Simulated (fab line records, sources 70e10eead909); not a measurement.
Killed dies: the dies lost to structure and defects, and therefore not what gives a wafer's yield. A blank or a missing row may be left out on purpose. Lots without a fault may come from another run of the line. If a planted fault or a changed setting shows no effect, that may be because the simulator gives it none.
Which of the tools did it? + flow nand-harc + 33 wafers from 11 lots sampled at 6 of the route's 1159 steps

WHAT THE GAUGES SHOWED, per wafer
NHARC_P_ZERO_WELL_CD_MEAS_52 targets a cd of 2000 nm.
| lot  | measured    | on        | cd-nm (nm)           |
|------|-------------|-----------|----------------------|
| L997 | day 2 05:30 | cd-sem-02 | 2001.5 2000.0 2000.4 |
| L998 | day 2 11:49 | cd-sem-03 | 1998.7 1999.1 1997.8 |
| L999 | day 2 17:53 | cd-sem-02 | 1999.5 2000.1 1999.8 |
| L100 | day 2 23:40 | cd-sem-02 | 1999.0 2000.1 2000.8 |
| L101 | day 3 05:47 | cd-sem-01 | 2001.6 2000.3 2001.7 |
| L102 | day 3 11:49 | cd-sem-03 | 2001.5 2001.1 2000.3 |
| L106 | day 4 12:04 | cd-sem-02 | 2002.4 2001.5 2002.6 |
| L107 | day 4 17:48 | cd-sem-02 | 1999.0 1998.1 2001.2 |
| L110 | day 5 11:49 | cd-sem-03 | 1999.4 1998.7 1997.7 |
| L112 | day 5 23:44 | cd-sem-03 | - - -                |
| L116 | day 7 00:04 | cd-sem-01 | 1999.0 2000.8 2000.2 |

NHARC_END_SORT_01.
| lot  | measured     | on        | killed-at-array | killed-at-other | killed-at-periphery | killed-dies | killed-open | killed-short |
|------|--------------|-----------|-----------------|-----------------|---------------------|-------------|-------------|--------------|
| L112 | day 23 16:43 | prober-01 | 33 25 44        | 1 1 2           | 643 651 631         | 677 677 677 | 5 1 2       | 1 1 4        |

WHICH TOOL RAN EACH LOT (tool, then ch and the chambers of the sampled wafers, then the start)
| lot  | NHARC_P_ZERO_WELL_ETCH_62                    | NHARC_P_ZERO_WELL_EXPOSE_49      | NHARC_P_ZERO_WELL_DESCUM_54       | NHARC_P_GATE_DESCUM_61             |
|------|----------------------------------------------|----------------------------------|-----------------------------------|------------------------------------|
| L997 | rie-diel-04 ch 0,1,2, day 2 05:20 or earlier | krf-scanner-02 ch 0, day 2 05:20 | rie-diel-09 ch 1,3, day 2 05:40   | rie-diel-01 ch 0,2, day 5 23:42    |
| L998 | rie-diel-04 ch 2,3, day 2 11:39 or earlier   | krf-scanner-02 ch 0, day 2 11:39 | rie-diel-04 ch 0,3, day 2 11:59   | rie-diel-01 ch 0,3, day 5 23:03    |
| L999 | rie-diel-09 ch 0,1,2, day 2 17:44 or earlier | krf-scanner-03 ch 0, day 2 17:44 | rie-diel-09 ch 0,2,3, day 2 18:03 | rie-diel-01 ch 0,1,3, day 6 06:23  |
| L100 | rie-diel-09 ch 1,3, day 2 23:31 or earlier   | krf-scanner-03 ch 0, day 2 23:31 | rie-diel-03 ch 0,3, day 2 23:50   | rie-diel-01 ch 0,2, day 6 12:35    |
| L101 | rie-diel-04 ch 1,2,3, day 3 05:38 or earlier | krf-scanner-02 ch 0, day 3 05:38 | rie-diel-03 ch 0,1, day 3 05:59   | rie-diel-07 ch 0,3, day 6 23:08    |
| L102 | rie-diel-03 ch 0,1, day 3 11:40 or earlier   | krf-scanner-01 ch 0, day 3 11:40 | rie-diel-04 ch 2,3, day 3 11:59   | rie-diel-01 ch 0,1,2, day 7 02:54  |
| L106 | rie-diel-04 ch 0,1,3, day 4 11:55 or earlier | krf-scanner-01 ch 0, day 4 11:55 | rie-diel-03 ch 0,1,3, day 4 12:16 | rie-diel-01 ch 1,2,3, day 8 14:25  |
| L107 | rie-diel-03 ch 0,1,2, day 4 17:38 or earlier | krf-scanner-03 ch 0, day 4 17:38 | rie-diel-04 ch 0,1,3, day 4 17:58 | rie-diel-01 ch 0,1,2, day 8 14:35  |
| L110 | rie-diel-09 ch 0,2,3, day 5 11:40 or earlier | krf-scanner-03 ch 0, day 5 11:40 | rie-diel-04 ch 0,1, day 5 11:59   | rie-diel-01 ch 0,1,2, day 8 21:44  |
| L112 | rie-diel-09 ch 0,1,2, day 5 23:35 or earlier | krf-scanner-03 ch 0, day 5 23:35 | rie-diel-03 ch 0,2,3, day 5 23:55 | -                                  |
| L116 | rie-diel-09 ch 1,2,3, day 6 23:54 or earlier | krf-scanner-02 ch 0, day 6 23:54 | rie-diel-04 ch 0,1,3, day 7 00:13 | rie-diel-01 ch 1,2,3, day 10 15:05 |
- NHARC_P_ZERO_WELL_ETCH_62: etches the open film in CHF3/Ar, target depth 13 nm, time 6.5 s.
- NHARC_P_ZERO_WELL_EXPOSE_49: exposes mask P HVPW, target cd 2000 nm.
- NHARC_P_ZERO_WELL_DESCUM_54: chemistry O2, time 3 s.
- NHARC_P_GATE_DESCUM_61: chemistry O2, time 3 s.

AS READ BY THE TOOLS THEMSELVES (means over the sampled wafers that have a number; for cases with no such wafer, the mark the record gives instead)
NHARC_P_ZERO_WELL_ETCH_62.
| lot  | tool        | chf3-flow-sccm (sccm) | drypump-motor-current-A (A) | mfc-ar-sccm (sccm) | oes-product-au (a.u.) | rf-vpp-V (V) | showerhead-plenum-p-Torr (Torr) | throttle-valve-pct (%) |
|------|-------------|-----------------------|-----------------------------|--------------------|-----------------------|--------------|---------------------------------|------------------------|
| L997 | rie-diel-04 | 50.02                 | 5.8                         | 199.9              | 0.960                 | 371.2        | 2.35                            | 20.215                 |
| L998 | rie-diel-04 | 50.16                 | 5.9                         | 199.8              | 0.962                 | 371.7        | 2.41                            | 20.212                 |
| L999 | rie-diel-09 | 49.98                 | 5.8                         | 199.6              | 0.946                 | 372.8        | 2.44                            | 20.217                 |
| L100 | rie-diel-09 | 49.97                 | 5.6                         | 199.7              | 0.967                 | 371.7        | 2.41                            | 20.222                 |
| L101 | rie-diel-04 | 50.03                 | 5.8                         | 199.8              | 0.966                 | 370.6        | 2.38                            | 20.213                 |
| L102 | rie-diel-03 | 50.01                 | 5.2                         | 200.2              | 0.948                 | 369.2        | 2.26                            | 20.208                 |
| L106 | rie-diel-04 | 49.99                 | 5.6                         | 199.4              | 0.951                 | 371.6        | 2.35                            | 20.215                 |
| L107 | rie-diel-03 | 50.03                 | 5.1                         | 199.8              | 0.961                 | 367.9        | 2.24                            | 20.213                 |
| L110 | rie-diel-09 | 50.15                 | 5.8                         | 199.9              | 0.969                 | 372.3        | 2.41                            | 20.216                 |
| L112 | rie-diel-09 | 50.01                 | 5.8                         | 200.2              | 0.965                 | 372.7        | 2.44                            | 20.213                 |
| L116 | rie-diel-09 | 50.03                 | 5.5                         | 200.3              | 0.977                 | 372.0        | 2.40                            | 20.223                 |

NHARC_P_ZERO_WELL_DESCUM_54.
| lot  | tool        | drypump-motor-current-A (A) | mfc-ar-sccm (sccm) | oes-product-au (a.u.) | rf-vpp-V (V) | showerhead-plenum-p-Torr (Torr) | throttle-valve-pct (%) |
|------|-------------|-----------------------------|--------------------|-----------------------|--------------|---------------------------------|------------------------|
| L997 | rie-diel-09 | 5.6                         | 0.000              | 1.006                 | 57.8         | 1.97                            | 11.316                 |
| L998 | rie-diel-04 | 5.6                         | 0.012              | 1.002                 | 57.7         | 1.95                            | 11.314                 |
| L999 | rie-diel-09 | 5.8                         | 0.012              | 1.000                 | 58.0         | 1.97                            | 11.313                 |
| L100 | rie-diel-03 | 5.3                         | 0.006              | 0.990                 | 57.7         | 1.94                            | 11.313                 |
| L101 | rie-diel-03 | 5.2                         | 0.000              | 1.003                 | 57.0         | 1.82                            | 11.322                 |
| L102 | rie-diel-04 | 5.8                         | 0.013              | 0.991                 | 58.8         | 1.97                            | 11.316                 |
| L106 | rie-diel-03 | 5.3                         | 0.006              | 0.990                 | 58.0         | 1.91                            | 11.313                 |
| L107 | rie-diel-04 | 5.6                         | 0.012              | 0.998                 | 58.2         | 1.92                            | 11.310                 |
| L110 | rie-diel-04 | 5.5                         | 0.012              | 1.001                 | 57.0         | 1.88                            | 11.314                 |
| L112 | rie-diel-03 | 5.2                         | 0.007              | 0.986                 | 57.3         | 1.91                            | 11.311                 |
| L116 | rie-diel-04 | 5.6                         | 0.012              | 0.991                 | 58.6         | 1.91                            | 11.312                 |

NHARC_P_GATE_DESCUM_61.
| lot  | tool        | drypump-motor-current-A (A) | mfc-ar-sccm (sccm) | oes-product-au (a.u.) | rf-vpp-V (V) | showerhead-plenum-p-Torr (Torr) | throttle-valve-pct (%) |
|------|-------------|-----------------------------|--------------------|-----------------------|--------------|---------------------------------|------------------------|
| L997 | rie-diel-01 | 5.86                        | 0.005              | 0.990                 | 57.7         | 2.00                            | 11.298                 |
| L998 | rie-diel-01 | 6.01                        | 0.011              | 0.995                 | 56.5         | 1.91                            | 11.315                 |
| L999 | rie-diel-01 | 5.91                        | 0.005              | 1.008                 | 57.5         | 1.92                            | 11.307                 |
| L100 | rie-diel-01 | 5.85                        | 0.005              | 1.001                 | 58.5         | 2.00                            | 11.305                 |
| L101 | rie-diel-07 | 5.62                        | 0.015              | 1.004                 | 58.3         | 1.98                            | 11.306                 |
| L102 | rie-diel-01 | 5.89                        | 0.005              | 1.004                 | 57.5         | 2.00                            | 11.313                 |
| L106 | rie-diel-01 | 5.75                        | 0.000              | 0.999                 | 58.0         | 1.93                            | 11.320                 |
| L107 | rie-diel-01 | 5.94                        | 0.005              | 1.004                 | 58.2         | 2.00                            | 11.315                 |
| L110 | rie-diel-01 | 5.91                        | 0.005              | 1.004                 | 57.9         | 1.99                            | 11.312                 |
| L116 | rie-diel-01 | 5.77                        | 0.000              | 0.999                 | 58.0         | 1.93                            | 11.314                 |

THE ANSWER, worked out from the rows above alone
Rule: the usual values come from the lots themselves. Put in order of their means at a reading, lots are off if they are a third of the lots or fewer, leave a main group of 4 or more, and stand apart from it by a gap of 3 or more times the standard deviation of the main group's means; of several such gaps the widest counts. A main group is skipped when, at the precision printed for the reading in the tables above, its means are all equal. Also off: a lot with no number at a reading for which 4 or more lots have one. The other lots that the step has rows for count as sound. Order of review: gauges by route order, followed by the tools' own readings, for which a lot's mean as printed above is used. At the first step where some lot is off, the reading lying furthest off is the one used; lots without a number count as furthest.
Off, at NHARC_P_ZERO_WELL_CD_MEAS_52 on cd-nm: L112. Without a number there: L112. The main group has a mean of 2000.1 nm with a standard deviation of 1.1.
A tool fits if, at a process step before that reading, it ran every lot that is off, and no sound lot after the first of them. Gauges at NHARC_P_ZERO_WELL_CD_MEAS_52: tried the same way as those tools. NHARC_P_ZERO_WELL_ETCH_62 gives no start for some lots, so the hours and the order of its lots are those of NHARC_P_ZERO_WELL_EXPOSE_49. 2 tools fit, krf-scanner-03 at NHARC_P_ZERO_WELL_EXPOSE_49 and cd-sem-03 at NHARC_P_ZERO_WELL_CD_MEAS_52, so this cannot tell which one it is.

WHAT THE SIMULATOR HAD INSERTED
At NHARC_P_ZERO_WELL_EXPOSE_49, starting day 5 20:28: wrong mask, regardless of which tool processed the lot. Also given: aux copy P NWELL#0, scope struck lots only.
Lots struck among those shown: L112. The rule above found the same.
